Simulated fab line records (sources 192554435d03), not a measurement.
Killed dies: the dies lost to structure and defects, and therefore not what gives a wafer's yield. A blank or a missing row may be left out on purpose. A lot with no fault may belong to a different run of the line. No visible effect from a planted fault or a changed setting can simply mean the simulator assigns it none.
Matching of chambers | flow n5_finfet | rie_diel-02 running N5_DUMMY_GATE_STRIP_40: 4 sister chambers
The step strips in CF4. 14 wafers are shown with their chamber, then 7 later ones without.

## EACH WAFER AND ITS CHAMBER
wafer  | chamber | showerhead_plenum_p_Torr (Torr) | drypump_motor_current_A (A) | oes_product_au (a.u.)
L074.1 | 0       | 1.71                            | 5.4                         | 0.71
L074.3 | 3       | 1.87                            | 5.2                         | 0.74
L074.6 | 2       | 1.82                            | 5.6                         | 0.78
L075.1 | 2       | 1.82                            | 5.6                         | 0.78
L075.3 | 0       | 1.71                            | 5.3                         | 0.71
L075.4 | 3       | 1.87                            | 5.1                         | 0.74
L077.1 | 2       | 1.81                            | 5.6                         | 0.78
L077.3 | 3       | 1.87                            | 5.2                         | 0.74
L077.6 | 3       | 1.87                            | 5.2                         | 0.73
L078.2 | 0       | 1.71                            | 5.4                         | 0.70
L078.4 | 1       | 1.84                            | 4.9                         | 0.70
L078.5 | 0       | 1.71                            | 5.4                         | 0.71
L083.1 | 3       | 1.86                            | 5.2                         | 0.73
L083.5 | 2       | 1.81                            | 5.6                         | 0.77

SIGNATURES (averages over the wafers above)
reading                  | chamber 0 | chamber 1 | chamber 2 | chamber 3 | scatter within a chamber
showerhead_plenum_p_Torr | 1.7100    | 1.8400    | 1.8150    | 1.8680    | 0.00424
drypump_motor_current_A  | 5.375     | 4.900     | 5.600     | 5.180     | 0.0394
oes_product_au           | 0.7075    | 0.7000    | 0.7775    | 0.7360    | 0.0052
Rule: a wafer lies at a distance from a chamber equal to the root of the sum of squares, over the readings, of (its reading less the chamber's mean, divided by the reading's scatter). The wafer belongs to the nearest chamber; if the next one is less than 2 further off, it can't be placed. The scatter: take each reading less its chamber's mean, square it, sum over the shown wafers, divide by the number of wafers less the number of chambers, and take the root.

## WAFERS WITH NO CHAMBER GIVEN
wafer  | showerhead_plenum_p_Torr (Torr) | drypump_motor_current_A (A) | oes_product_au (a.u.)
L083.6 | 1.86                            | 5.2                         | 0.73
L091.3 | 1.84                            | 4.9                         | 0.69
L091.4 | 1.86                            | 5.2                         | 0.72
L091.6 | 1.71                            | 5.4                         | 0.69
L092.3 | 1.71                            | 5.4                         | 0.70
L092.4 | 1.81                            | 5.6                         | 0.75
L092.6 | 1.84                            | 4.9                         | 0.70

## THE CHAMBER EACH PASSED THROUGH
wafer  | from the rows above | in truth
L083.6 | 3                   | 3
L091.3 | 1                   | 1
L091.4 | 3                   | 3
L091.6 | 0                   | 0
L092.3 | 0                   | 0
L092.4 | 2                   | 2
L092.6 | 1                   | 1
Correctly placed: 7 of 7. Left unplaced by these rows: 0. 0 placed wrongly.
